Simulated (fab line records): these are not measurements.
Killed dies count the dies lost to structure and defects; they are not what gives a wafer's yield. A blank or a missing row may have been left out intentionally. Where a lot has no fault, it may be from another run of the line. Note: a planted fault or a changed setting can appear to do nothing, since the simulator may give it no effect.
fab line records | flow n5Finfet
record: lots: 6 wafers: 18 lastDay: 19
route steps=1938 shown BEOL_M0@729 BEOL_M4@1111 PASSIVATION@1936
lots that met no fault: taken from a fault-free run of the same line
startH: start of the lot's first displayed wafer, in hours after the record's first day | waitH: hours since the lot's step before | " the same as in the row above | L1.1+2: a single row standing in for several wafers | - no value, or no start given | * or withheld: withheld | < > ~ a bound
route shown NAME@n: names a module that has steps shown in the file, with the first one's number in the route | usual: average and standard deviation across the fault-free wafers | same: alike in all rows | chamber/n: place in a boat | sites: readings site by site | _std_site: standard deviation across them | _edge_site: inner sites' mean taken away from outer sites' mean | radiusMm: for every site, how far away it sits from the centre of the wafer | mask NAME#n: copy n | behind: the most recent tool/chamber to have shaped the wafer | hold: why the lot went on hold/how many hours it stayed there/how the hold came to an end | device: names the non-switching transistor (n, p or np) | end of line: at the end of the route, the tests of the same wafers | a step given without rows: its recipe and nothing more | killed: at the first sort, the dies lost to defects and structure; wafer yield is something else | map: dies across one wafer; x = killed, . = not, _ = none there
set.NAME: the setting as run; set.NAME@STEP: as run at that earlier step | model.NAME: the simulator's own value behind a step, which no gauge read
lots seen at some steps along the route; tables by step, rows by wafer
services: from which hour (startH, from the record's first day; less than 0 if before it) a tool's chamber was out of use, for how many hours, and why
== steps ==
step: N5_BEOL_M0_DEGAS_112
recipe: ambient: vacuum tempC: 250 timeS: 60
step: N5_BEOL_M0_PRE_CLEAN_113
recipe: gas: H2/He timeS: 30 tempC: 250
usual: heaterPowerW: 327/29 susceptorTempC: 249.99/0.18
columns lot.wafer tool chamber startH waitH heaterPowerW susceptorTempC
L934.1 pvdSputter-03 - 164.81 0.0 289 249.78
L934.3 " - " " 363 249.51
L934.6 " - " " 292 249.71
L935.2 pvdSputter-01 - 168.94 0.0 279 250.05
L935.3 " - " " 331 249.98
L935.6 " - " " 329 249.92
L936.2 pvdSputter-01 - 180.20 0.0 279 250.21
L936.3 " - " " 351 249.99
L936.4 " - " " 334 249.78
L945.1 pvdSputter-02 - 234.44 0.0 374 249.95
L945.4 " - " " 306 249.79
L945.6 " - " " 363 249.71
L947.2 pvdSputter-02 - 235.68 0.0 311 250.27
L947.4 " - " " 361 250.20
L947.6 " - " " 302 250.26
L948.2 pvdSputter-01 - 251.23 0.0 309 250.23
L948.3 " - " " 281 249.65
L948.4 " - " " 328 250.35
step: N5_BEOL_M0_ALD_136
recipe: material: TaN targetThkA: * tempC: 275 aldPrecursorFamily: PDMAT aldCoReactant: NH3 pressureTorr: 3 carrierFlowSccm: 1500 pulseTimeS: 2 purgeTimeS: 3 coReactantPurgeTimeS: 2 coReactantPulseTimeS: 3 aldCycles: 30 precursorVesselTempC: 75 precursorVesselPressureTorr: 26.25 precursorVesselCarrierSccm: 1000
usual: heaterPowerW: 417/52 precursorVesselTempC: 75.02/0.11 susceptorTempC: 275.02/0.19
columns lot.wafer tool chamber startH waitH heaterPowerW precursorVesselTempC susceptorTempC
L934.1 aldMetal-03 2 164.87 0.0 329 75.20 275.08
L934.3 " 3 " " 389 75.01 275.26
L934.6 " 0 " " 531 75.13 274.85
L935.2 aldMetal-04 2 169.01 0.0 433 75.05 275.05
L935.3 " 0 " " 347 74.95 274.77
L935.6 " 1 " " 433 75.22 275.01
L936.2 aldMetal-02 2 180.26 0.0 405 75.00 275.10
L936.3 " 1 " " 479 74.71 275.04
L936.4 " 0 " " 408 74.82 274.90
L945.1 aldMetal-03 2 234.50 0.0 333 74.90 274.97
L945.4 " 0 " " 515 74.91 275.20
L945.6 " 0 " " 521 74.89 275.01
L947.2 aldMetal-02 2 235.97 0.3 409 75.07 275.42
L947.4 " 0 " " 425 75.03 275.15
L947.6 " 2 " " 410 75.01 275.12
L948.2 aldMetal-02 0 251.29 0.0 422 74.89 275.18
L948.3 " 1 " " 485 74.88 275.01
L948.4 " 3 " " 447 75.07 275.07
step: N5_BEOL_M0_SURFACE_TREAT_137
recipe: gas: Ar timeS: * ionEnergyEv: * ionCurrentMaCm2: 0.5 pressureMtorr: * arFlowSccm: 30
step: N5_BEOL_M0_CVD_115
recipe: material: Co targetThkA: * tempC: withheld precursor: CCTBA/H2 pressureTorr: 30 timeS: 120
step: N5_BEOL_M0_SPUTTER_116
recipe: material: Cu targetThkA: 40 tempC: -20 chamberPressurePa: 0.07 powerW: withheld timeS: 7.37
step: N5_BEOL_M0_ANNEAL_117
recipe: tempC: 400 timeS: 60 ambient: vacuum
step: N5_BEOL_M0_SPUTTER_132
recipe: material: Cu targetThkA: 40 tempC: -20 chamberPressurePa: 0.07 powerW: withheld timeS: 7.37
usual: susceptorTempC: -20.03/0.12 throttleValvePct: 30.3/1.3
columns lot.wafer tool chamber startH waitH susceptorTempC throttleValvePct
L934.1 pvdSputter-03 - 165.47 0.0 -20.32 30.1
L934.3 " - " " -20.07 29.1
L934.6 " - " " -20.21 30.2
L935.2 pvdSputter-01 - 169.60 0.0 -20.16 32.8
L935.3 " - " " -19.93 31.7
L935.6 " - " " -20.16 33.3
L936.2 pvdSputter-02 - 180.83 0.0 -20.16 29.9
L936.3 " - " " -20.08 28.5
L936.4 " - " " -20.15 31.6
L945.1 pvdSputter-02 - 235.14 0.0 -20.02 29.8
L945.4 " - " " -19.90 31.7
L945.6 " - " " -20.15 29.3
L947.2 pvdSputter-01 - 236.64 0.0 -19.81 31.5
L947.4 " - " " -19.82 32.9
L947.6 " - " " -19.96 31.5
L948.2 pvdSputter-03 - 253.54 0.0 -20.17 28.8
L948.3 " - " " -19.82 31.0
L948.4 " - " " -20.10 30.2
step: N5_BEOL_M0_ANNEAL_133
recipe: tempC: 400 timeS: 60 ambient: vacuum
step: N5_BEOL_M0_SPUTTER_134
recipe: material: Cu targetThkA: 40 tempC: -20 chamberPressurePa: 0.07 powerW: withheld timeS: 7.37
step: N5_BEOL_M0_ANNEAL_135
recipe: tempC: 400 timeS: 60 ambient: vacuum
usual: heaterPowerW: 814/70 susceptorTempC: 399.96/0.23
columns lot.wafer tool chamber startH waitH heaterPowerW susceptorTempC
L934.1 pvdSputter-03 - 165.67 0.0 872 400.03
L934.3 " - " " 751 399.92
L934.6 " - " " 863 399.75
L935.2 pvdSputter-01 - 169.80 0.0 838 399.79
L935.3 " - " " 674 400.15
L935.6 " - " " 825 400.07
L936.2 pvdSputter-02 - 181.03 0.0 771 399.92
L936.3 " - " " 927 400.01
L936.4 " - " " 924 400.37
L945.1 pvdSputter-02 - 235.34 0.0 778 400.33
L945.4 " - " " 903 399.70
L945.6 " - " " 780 399.72
L947.2 pvdSputter-01 - 236.84 0.0 685 400.05
L947.4 " - " " 838 399.90
L947.6 " - " " 689 400.47
L948.2 pvdSputter-03 - 253.74 0.0 860 399.54
L948.3 " - " " 777 400.16
L948.4 " - " " 874 399.90
step: N5_BEOL_M0_SPUTTER_141
recipe: material: Cu targetThkA: 40 tempC: -20 chamberPressurePa: 0.07 powerW: withheld timeS: 7.37
step: N5_BEOL_M0_ECD_118
recipe: material: Cu targetThkA: 3000
columns lot.wafer tool chamber startH waitH
L934.1+3+6 ecdCu-02 0,1,1 165.83 0.1
L935.2+3+6 ecdCu-01 1,0,0 169.96 0.1
L936.2+3+4 ecdCu-01 1,0,1 181.25 0.1
L945.1+4+6 ecdCu-02 1,1,0 235.49 0.1
L947.2+4+6 ecdCu-02 0,0,1 236.99 0.1
L948.2+3+4 ecdCu-01 0,0,1 253.91 0.1
step: N5_BEOL_M0_ANNEAL_119
recipe: tempC: 225 timeS: 90 ambient: N2
step: N5_BEOL_M0_CMP_120
recipe: stopOn: SiOC tOverpolishS: 6.9 downForcePsi: 1 platenRpm: 50 clearingPlatenDownForcePsi: 1.5 clearingPlatenRpm: 50 postCmpClean: cuAlkaline clearingPlatenPadVelocityMS: 0.99484 padVelocityMS: 0.99484
usual: edgeZonePressureFrac: 1.001/0.005 motorCurrentA: 5.8/0.37 timeToEndpointS: 64/3.5
columns lot.wafer tool chamber startH waitH edgeZonePressureFrac motorCurrentA timeToEndpointS
L934.3 cmp-02 3 166.29 0.3 1.002 5.6 59
L934.1 " 0 " " 0.996 5.8 61
L934.6 " 1 " " 1.000 5.8 60
L935.2 cmp-03 1 170.33 0.2 1.007 6.6 0
L935.3 " 0 " " 1.002 5.7 3
L935.6 " 2 " " 1.009 6.2 2
L936.3 cmp-04 1 181.93 0.2 1.003 5.6 0
L936.2 " 2 " " 1.004 5.1 0
L936.4 " 3 " " 0.999 6.5 0
L945.1 cmp-04 0 236.09 0.3 0.994 6.0 62
L945.4 " 1 " " 1.001 5.5 63
L945.6 " 1 " " 1.003 5.7 66
L947.2 cmp-04 2 237.93 0.3 1.002 5.1 67
L947.4 " 3 " " 1.004 6.3 68
L947.6 " 1 " " 1.007 5.5 69
L948.3 cmp-04 2 254.34 0.2 1.009 5.5 59
L948.2 " 3 " " 0.998 6.3 58
L948.4 " 0 " " 0.998 5.9 58
step: N5_BEOL_M0_PRE_CLEAN_131
recipe: gas: NH3/H2 timeS: 15 tempC: * rfPowerW: 300
step: N5_BEOL_M0_CO_CAP_123
recipe: material: Co targetThkA: 20 tempC: 200 precursor: CCTBA/H2 pressureTorr: 30 timeS: 102.1
step: N5_BEOL_M0_PRE_CLEAN_124
recipe: gas: NH3 timeS: 15 tempC: withheld rfPowerW: 300
step: N5_BEOL_M0_DEP_125
recipe: material: SiCN targetThkA: 80 tempC: withheld precursor: 3MS/NH3 pressureTorr: 3 rfW: 202 timeS: 14
usual: showerheadPlenumPTorr: 3.668/0.014 showerheadVppV: 895/65 throttleValvePct: 8.9/0.39
columns lot.wafer tool chamber startH waitH showerheadPlenumPTorr showerheadVppV throttleValvePct
L934.1 pecvd-01 1 166.70 0.0 3.660 966 9.1
L934.3 " 2 " " 3.649 851 8.6
L934.6 " 2 " " 3.654 862 8.5
L935.2 pecvd-01 1 170.82 0.0 3.657 979 9.0
L935.3 " 2 " " 3.652 869 8.8
L935.6 " 0 " " 3.690 779 8.3
L936.2 pecvd-01 2 182.55 0.0 3.647 868 8.7
L936.3 " 0 " " 3.685 779 8.2
L936.4 " 2 " " 3.650 858 8.9
L945.1 pecvd-04 2 236.57 0.0 3.676 979 8.7
L945.4 " 1 " " 3.665 906 9.4
L945.6 " 0 " " 3.680 864 9.5
L947.2 pecvd-04 0 238.34 0.0 3.680 869 9.4
L947.4 " 0 " " 3.693 875 9.6
L947.6 " 2 " " 3.675 977 8.6
L948.2 pecvd-04 1 254.79 0.0 3.657 912 9.2
L948.3 " 0 " " 3.686 867 9.4
L948.4 " 1 " " 3.660 899 9.3
step: N5_BEOL_M0_RS_MEAS_126
recipe: thkMeasGauge: four-point-probe reads: Co_of_BEOL_M0_CO_CAP_123+Cu_of_BEOL_M0_ECD_118+Co_of_BEOL_M0_CVD_115+TaN_of_BEOL_M0_ALD_136
usual: M0_RS: 0.525/0.02
columns lot.wafer tool chamber startH waitH M0_RS[ohm/sq]
L934.1 filmMetro-01 - 166.77 0.0 0.520
L934.3 " - " " 0.544
L934.6 " - " " 0.531
L935.2 filmMetro-01 - 170.89 0.1 89.642
L935.3 " - " " 97.245
L935.6 " - " " 89.606
L936.2 filmMetro-02 - 182.61 0.1 90.187
L936.3 " - " " 90.693
L936.4 " - " " 89.714
L945.1 filmMetro-02 - 236.64 0.0 0.534
L945.4 " - " " 0.518
L945.6 " - " " 0.513
L947.2 filmMetro-01 - 238.41 0.1 0.519
L947.4 " - " " 0.501
L947.6 " - " " 0.516
L948.2 filmMetro-01 - 254.86 0.1 0.570
L948.3 " - " " 0.562
L948.4 " - " " 0.547
step: N5_BEOL_M0_INSPECT_127
recipe: inspectInstrument: darkfield mode: postDep
usual: rawDefectCount: 70/24
columns lot.wafer tool chamber startH waitH rawDefectCount
L934.1 defectInspect-02 - 166.79 0.0 47
L934.3 " - " " 111
L934.6 " - " " 53
L935.2 defectInspect-02 - 170.92 0.0 37
L935.3 " - " " 23
L935.6 " - " " 37
L936.2 defectInspect-02 - 182.64 0.0 93
L936.3 " - " " 73
L936.4 " - " " 103
L945.1 defectInspect-01 - 236.67 0.0 60
L945.4 " - " " 132
L945.6 " - " " 106
L947.2 defectInspect-01 - 238.43 0.0 52
L947.4 " - " " 109
L947.6 " - " " 80
L948.2 defectInspect-01 - 254.88 0.0 75
L948.3 " - " " 76
L948.4 " - " " 54
step: N5_BEOL_M4_RC_MEAS_101
usual: DIBL_N: 36.5/1.9 DIBL_P: 36.4/2.2 IOFF_N: 0.17/0.034 IOFF_P: 0.21/0.036 ION_N: 678/12 ION_P: 462/7.1 SS_N: 71.7/0.61 SS_P: 73.4/0.71 VT_N: 249/3.5 VT_P: -251/3
columns lot.wafer tool chamber startH waitH DIBL_N[mV/V] DIBL_P[mV/V] IOFF_N[nA/um] IOFF_P[nA/um] ION_N[uA/um] ION_P[uA/um] SS_N[mV/dec] SS_P[mV/dec] VT_N[mV] VT_P[mV]
L934.1 prober-01 0 237.44 0.0 37.4 35.8 0.16 0.19 671 462 71.6 73.3 250 -253
L934.3 " 0 " " 36.8 35.2 0.15 0.19 664 464 71.7 72.9 251 -252
L934.6 " 0 " " 37.6 36.0 0.16 0.20 678 465 71.8 73.2 247 -255
L945.1 prober-01 0 297.96 0.0 38.3 40.4 0.22 0.26 690 464 72.9 74.2 246 -249
L945.4 " 0 " " 39.2 41.2 0.25 0.26 698 466 73.2 74.2 243 -249
L945.6 " 0 " " 37.7 39.8 0.20 0.23 685 468 73.0 73.7 248 -250
L947.2 prober-01 0 308.18 0.3 35.7 37.7 0.17 0.20 696 474 71.8 73.0 247 -252
L947.4 " 0 " " 36.2 37.8 0.18 0.19 694 459 72.1 73.6 249 -253
L947.6 " 0 " " 36.0 37.4 0.17 0.19 691 455 72.1 73.1 249 -253
L948.2 prober-01 0 334.01 0.2 38.2 38.9 0.22 0.23 683 458 72.1 74.4 244 -248
L948.3 " 0 " " 37.7 37.7 0.19 0.20 680 456 71.4 73.8 246 -250
L948.4 " 0 " " 32.8 32.9 0.12 0.15 671 462 70.5 71.9 251 -255
step: N5_PASSIVATION_PROBE_49
usual: defectLimitedYield: 91.0/1.5 killed_at_M0_to_M3: 35/11 killed_at_M4_up: 13/5 killedAtContacts: 12/5.9 killedAtFrontEnd: 42/13 killedAtOther: 3/3.2 killedDies: 106/18 killedOnRim: 14/4.2 killedOpen: 69/13 killedShort: 35/8.9 sort_bin_5_function: 5.2/0.95 sort_bin_6_memory: 3.3/0.71 sortNPass: 1074/18 sortYieldPct: 91.0/1.5
same: grossDies: 1180 killedAtBackSide: 0 sort_bin_4_leakage[%]: 0 sort_bin_8_speed[%]: 0
columns lot.wafer tool chamber startH waitH defectLimitedYield[%] killed_at_M0_to_M3 killed_at_M4_up killedAtContacts killedAtFrontEnd killedAtOther killedDies killedOnRim killedOpen killedShort sort_bin_5_function[%] sort_bin_6_memory[%] sortNPass sortYieldPct[%]
L935.2 prober-02 - 363.32 0.1 0 1131 8 7 29 5 1180 152 67 36 95.9 3.7 0 0
L935.3 prober-02 - 363.37 0.1 0 1124 17 5 30 4 1180 152 72 48 95.8 3.5 0 0
L935.6 prober-02 - 363.52 0.3 0 1126 23 7 18 6 1180 152 54 42 97.2 2.1 0 0
L936.2 prober-01 - 366.89 0.1 0 1129 6 3 37 5 1180 152 61 27 96.6 3.1 0 0
L936.3 prober-01 - 366.94 0.1 0 1107 23 9 35 6 1180 152 82 34 96.1 3.6 0 0
L936.4 prober-01 - 366.99 0.2 0 1135 8 3 29 5 1180 152 48 27 97.5 2.3 0 0
L947.2 prober-02 - 436.13 0.1 92.4 34 9 16 31 0 90 8 65 25 4.5 2.9 1090 92.4
L947.4 prober-02 - 436.23 0.2 92.6 35 14 4 32 2 87 15 59 24 4.7 2.2 1093 92.6
L947.6 prober-02 - 436.33 0.3 93.0 32 8 18 23 2 83 11 60 22 3.7 3.1 1097 93.0
L948.2 prober-02 - 444.96 0.1 92.8 34 7 13 30 1 85 17 56 29 4.7 2.4 1095 92.8
L948.3 prober-02 - 445.01 0.1 88.0 63 16 15 46 2 142 19 90 48 7.7 4.0 1038 88.0
L948.4 prober-02 - 445.06 0.2 90.6 53 9 16 33 0 111 16 61 43 4.4 3.7 1069 90.6
killed by level:class
L935.2 BEOL_M0:areaEcd=1077 BEOL_M0_SAQP:geometricParticle:open=13 BEOL_M0_SAQP:geometricParticle:short=11 BEOL_M2:geometricParticle:short=9 DUMMY_GATE:geometricParticle:open=8 BEOL_M2:geometricParticle:open=6 BEOL_M3:geometricParticle:open=6 MOL_CONTACT_COAG:geometricParticle:open=5
L935.3 BEOL_M0:areaEcd=1059 BEOL_M0_SAQP:geometricParticle:short=16 BEOL_M3:geometricParticle:open=13 BEOL_M0_SAQP:geometricParticle:open=11 BEOL_M1:geometricParticle:open=10 GATE_CUT:geometricParticle:short=7 MOL_CONTACT_COAG:geometricParticle:open=5 ILD0:geometricParticle:open=5
L935.6 BEOL_M0:areaEcd=1084 BEOL_M0_SAQP:geometricParticle:short=12 BEOL_M2:geometricParticle:short=11 BEOL_M5:geometricParticle:open=9 MOL_CONTACT_COAG:geometricParticle:open=5 BEOL_M3:geometricParticle:open=5 FIN_SAQP:geometricParticle:open=4 BEOL_M0_SAQP:geometricParticle:open=4
L936.2 BEOL_M0:areaEcd=1092 BEOL_M0_SAQP:geometricParticle:open=11 BEOL_M2:geometricParticle:open=8 DUMMY_GATE:geometricParticle:open=7 DUMMY_GATE:geometricParticle:short=7 BEOL_M1:geometricParticle:open=5 FIN_SAQP:geometricParticle:open=4 STI_FIN_REVEAL:geometricParticle:open=4
L936.3 BEOL_M0:areaEcd=1063 BEOL_M4:geometricParticle:open=16 DUMMY_GATE:geometricParticle:open=11 BEOL_M0_SAQP:geometricParticle:open=11 MOL_CONTACT_COAG:geometricParticle:open=8 BEOL_M0_SAQP:geometricParticle:short=8 BEOL_M3:geometricParticle:open=8 BEOL_M2:geometricParticle:open=6
L936.4 BEOL_M0:areaEcd=1103 BEOL_M2:geometricParticle:open=9 STI_FIN_REVEAL:geometricParticle:open=8 GATE_CUT:geometricParticle:short=6 BEOL_M1:geometricParticle:open=6 BEOL_M3:geometricParticle:open=6 FIN_SAQP:geometricParticle:short=4 BEOL_M2:geometricParticle:short=3
L947.2 MOL_CONTACT_COAG:geometricParticle:open=13 STI_FIN_REVEAL:geometricParticle:open=12 DUMMY_GATE:geometricParticle:open=7 BEOL_M0_SAQP:geometricParticle:short=7 BEOL_M2:geometricParticle:open=6 BEOL_M3:geometricParticle:open=6 BEOL_M0_SAQP:geometricParticle:open=5 BEOL_M3:geometricParticle:short=4
L947.4 BEOL_M0_SAQP:geometricParticle:open=10 BEOL_M3:geometricParticle:open=10 STI_FIN_REVEAL:geometricParticle:open=7 BEOL_M0_SAQP:geometricParticle:short=7 DUMMY_GATE:geometricParticle:open=5 BEOL_M4:geometricParticle:open=5 FIN_SAQP:geometricParticle:short=3 DUMMY_GATE:geometricParticle:short=3
L947.6 MOL_CONTACT_COAG:geometricParticle:open=16 BEOL_M0_SAQP:geometricParticle:open=11 BEOL_M0_SAQP:geometricParticle:short=9 BEOL_M4:geometricParticle:open=5 STI_FIN_REVEAL:geometricParticle:open=4 STARTING-WAFER:geometricParticle:open=4 GATE_CUT:geometricParticle:short=3 GATE_CUT:geometricParticle:open=3
L948.2 MOL_CONTACT_COAG:geometricParticle:open=10 BEOL_M0_SAQP:geometricParticle:open=9 BEOL_M1:geometricParticle:open=9 FIN_SAQP:geometricParticle:short=6 STI_FIN_REVEAL:geometricParticle:open=6 BEOL_M0_SAQP:geometricParticle:short=6 GATE_CUT:geometricParticle:short=5 BEOL_M4:geometricParticle:open=3
L948.3 BEOL_M0_SAQP:geometricParticle:short=23 STI_FIN_REVEAL:geometricParticle:open=21 BEOL_M1:geometricParticle:open=16 MOL_CONTACT_COAG:geometricParticle:open=13 BEOL_M0_SAQP:geometricParticle:open=11 BEOL_M4:geometricParticle:open=7 FIN_SAQP:geometricParticle:open=5 BEOL_M3:geometricParticle:open=5
L948.4 BEOL_M0_SAQP:geometricParticle:short=17 MOL_CONTACT_COAG:geometricParticle:open=13 BEOL_M0_SAQP:geometricParticle:open=13 BEOL_M1:geometricParticle:open=7 HKMG_FIN:areaEtch=6 FIN_SAQP:geometricParticle:short=5 FIN_SAQP:geometricParticle:open=5 STI_FIN_REVEAL:geometricParticle:open=5
map L935.2 (x killed, . not)
_________________xxxxxxxxxxxx________________
______________xxxxxxxxxxxxxxxxxx_____________
___________xxxxxxxxxxxxxxxxxxxxxxxx__________
__________xxxxxxxxxxxxxxxxxxxxxxxxxx_________
________xxxxxxxxxxxxxxxxxxxxxxxxxxxxxx_______
_______xxxxxxxxxxxxxxxxxxxxxxxxxxxxxxxx______
______xxxxxxxxxxxxxxxxxxxxxxxxxxxxxxxxxx_____
_____xxxxxxxxxxxxxxxxxxxxxxxxxxxxxxxxxxxx____
____xxxxxxxxxxxxxxxxxxxxxxxxxxxxxxxxxxxxxx___
___xxxxxxxxxxxxxxxxxxxxxxxxxxxxxxxxxxxxxxxx__
___xxxxxxxxxxxxxxxxxxxxxxxxxxxxxxxxxxxxxxxx__
__xxxxxxxxxxxxxxxxxxxxxxxxxxxxxxxxxxxxxxxxxx_
__xxxxxxxxxxxxxxxxxxxxxxxxxxxxxxxxxxxxxxxxxx_
_xxxxxxxxxxxxxxxxxxxxxxxxxxxxxxxxxxxxxxxxxxxx
_xxxxxxxxxxxxxxxxxxxxxxxxxxxxxxxxxxxxxxxxxxxx
_xxxxxxxxxxxxxxxxxxxxxxxxxxxxxxxxxxxxxxxxxxxx
_xxxxxxxxxxxxxxxxxxxxxxxxxxxxxxxxxxxxxxxxxxxx
_xxxxxxxxxxxxxxxxxxxxxxxxxxxxxxxxxxxxxxxxxxxx
_xxxxxxxxxxxxxxxxxxxxxxxxxxxxxxxxxxxxxxxxxxxx
_xxxxxxxxxxxxxxxxxxxxxxxxxxxxxxxxxxxxxxxxxxxx
_xxxxxxxxxxxxxxxxxxxxxxxxxxxxxxxxxxxxxxxxxxxx
__xxxxxxxxxxxxxxxxxxxxxxxxxxxxxxxxxxxxxxxxxx_
__xxxxxxxxxxxxxxxxxxxxxxxxxxxxxxxxxxxxxxxxxx_
___xxxxxxxxxxxxxxxxxxxxxxxxxxxxxxxxxxxxxxxx__
___xxxxxxxxxxxxxxxxxxxxxxxxxxxxxxxxxxxxxxxx__
____xxxxxxxxxxxxxxxxxxxxxxxxxxxxxxxxxxxxxx___
_____xxxxxxxxxxxxxxxxxxxxxxxxxxxxxxxxxxxx____
______xxxxxxxxxxxxxxxxxxxxxxxxxxxxxxxxxx_____
_______xxxxxxxxxxxxxxxxxxxxxxxxxxxxxxxx______
________xxxxxxxxxxxxxxxxxxxxxxxxxxxxxx_______
__________xxxxxxxxxxxxxxxxxxxxxxxxxx_________
___________xxxxxxxxxxxxxxxxxxxxxxxx__________
______________xxxxxxxxxxxxxxxxxx_____________
_________________xxxxxxxxxxxx________________
map L936.2 (x killed, . not)
_________________xxxxxxxxxxxx________________
______________xxxxxxxxxxxxxxxxxx_____________
___________xxxxxxxxxxxxxxxxxxxxxxxx__________
__________xxxxxxxxxxxxxxxxxxxxxxxxxx_________
________xxxxxxxxxxxxxxxxxxxxxxxxxxxxxx_______
_______xxxxxxxxxxxxxxxxxxxxxxxxxxxxxxxx______
______xxxxxxxxxxxxxxxxxxxxxxxxxxxxxxxxxx_____
_____xxxxxxxxxxxxxxxxxxxxxxxxxxxxxxxxxxxx____
____xxxxxxxxxxxxxxxxxxxxxxxxxxxxxxxxxxxxxx___
___xxxxxxxxxxxxxxxxxxxxxxxxxxxxxxxxxxxxxxxx__
___xxxxxxxxxxxxxxxxxxxxxxxxxxxxxxxxxxxxxxxx__
__xxxxxxxxxxxxxxxxxxxxxxxxxxxxxxxxxxxxxxxxxx_
__xxxxxxxxxxxxxxxxxxxxxxxxxxxxxxxxxxxxxxxxxx_
_xxxxxxxxxxxxxxxxxxxxxxxxxxxxxxxxxxxxxxxxxxxx
_xxxxxxxxxxxxxxxxxxxxxxxxxxxxxxxxxxxxxxxxxxxx
_xxxxxxxxxxxxxxxxxxxxxxxxxxxxxxxxxxxxxxxxxxxx
_xxxxxxxxxxxxxxxxxxxxxxxxxxxxxxxxxxxxxxxxxxxx
_xxxxxxxxxxxxxxxxxxxxxxxxxxxxxxxxxxxxxxxxxxxx
_xxxxxxxxxxxxxxxxxxxxxxxxxxxxxxxxxxxxxxxxxxxx
_xxxxxxxxxxxxxxxxxxxxxxxxxxxxxxxxxxxxxxxxxxxx
_xxxxxxxxxxxxxxxxxxxxxxxxxxxxxxxxxxxxxxxxxxxx
__xxxxxxxxxxxxxxxxxxxxxxxxxxxxxxxxxxxxxxxxxx_
__xxxxxxxxxxxxxxxxxxxxxxxxxxxxxxxxxxxxxxxxxx_
___xxxxxxxxxxxxxxxxxxxxxxxxxxxxxxxxxxxxxxxx__
___xxxxxxxxxxxxxxxxxxxxxxxxxxxxxxxxxxxxxxxx__
____xxxxxxxxxxxxxxxxxxxxxxxxxxxxxxxxxxxxxx___
_____xxxxxxxxxxxxxxxxxxxxxxxxxxxxxxxxxxxx____
______xxxxxxxxxxxxxxxxxxxxxxxxxxxxxxxxxx_____
_______xxxxxxxxxxxxxxxxxxxxxxxxxxxxxxxx______
________xxxxxxxxxxxxxxxxxxxxxxxxxxxxxx_______
__________xxxxxxxxxxxxxxxxxxxxxxxxxx_________
___________xxxxxxxxxxxxxxxxxxxxxxxx__________
______________xxxxxxxxxxxxxxxxxx_____________
_________________xxxxxxxxxxxx________________
== services ==
columns tool chamber startH hours kind
aldMetal-03 0 142.20 16.5 repair
pecvd-01 0 148.47 5.5 scheduledDown
cmp-02 - 148.85 15.6 pm
cmp-03 - 153.70 4.0 pm
pvdSputter-03 - 157.03 5.4 repair
cmp-03 - 157.70 - consumableReplace:conditioner
cmp-04 - 168.18 4.9 pm
aldMetal-04 3 181.45 1.9 repair
aldMetal-04 0 182.76 5.5 repair
ecdCu-02 - 194.89 2.1 repair
aldMetal-03 - 196.43 0.6 repair
aldMetal-04 - 200.95 14.6 pm
cmp-02 - 204.19 4.0 pm
aldMetal-03 - 210.27 1.3 repair
cmp-02 - 217.95 6.6 repair
aldMetal-04 2 227.97 5.6 repair
pvdSputter-02 - 229.10 4.9 repair
aldMetal-04 3 236.81 5.7 repair
ecdCu-01 - 244.54 1.5 repair
pecvd-04 0 245.24 6.4 repair
ecdCu-02 - 246.11 0.9 repair
cmp-04 - 250.04 4.0 pm
cmp-04 - 254.04 - consumableReplace:conditioner
cmp-04 - 254.04 - consumableReplace:pad
== key ==
firstSign: step: N5_BEOL_M0_CMP_120 reading: timeToEndpointS direction: down sigmas: 18 usual: * struck: *
effect: step: N5_BEOL_M0_RS_MEAS_126 reading: M0_RS direction: up sigmas: 99+ usual: 0.525 struck: 91.181
effect: step: N5_PASSIVATION_PROBE_49 reading: killed_at_M0_to_M3 direction: up sigmas: 99+ usual: 35 struck: 1125
moreKillsBornAt: N5_BEOL_M0_ECD_118@ecdCu-01: 6478
metAt N5_BEOL_M0_ECD_118
struckWafers L935.2,L935.3,L935.6,L936.2,L936.3,L936.4
laterRowsLeftOut L935.2,L935.3,L935.6,L936.2,L936.3,L936.4
fault: kind: skippedStepWhole tool: ecdCu-01 chamber: - onsetH: 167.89 steps: N5_BEOL_M0_ECD_118 scope: struckLotsOnly
laterRowsLeftOut: the simulator's readings of these wafers behind a module that went badly wrong aren't trusted and aren't shown, but for the sort
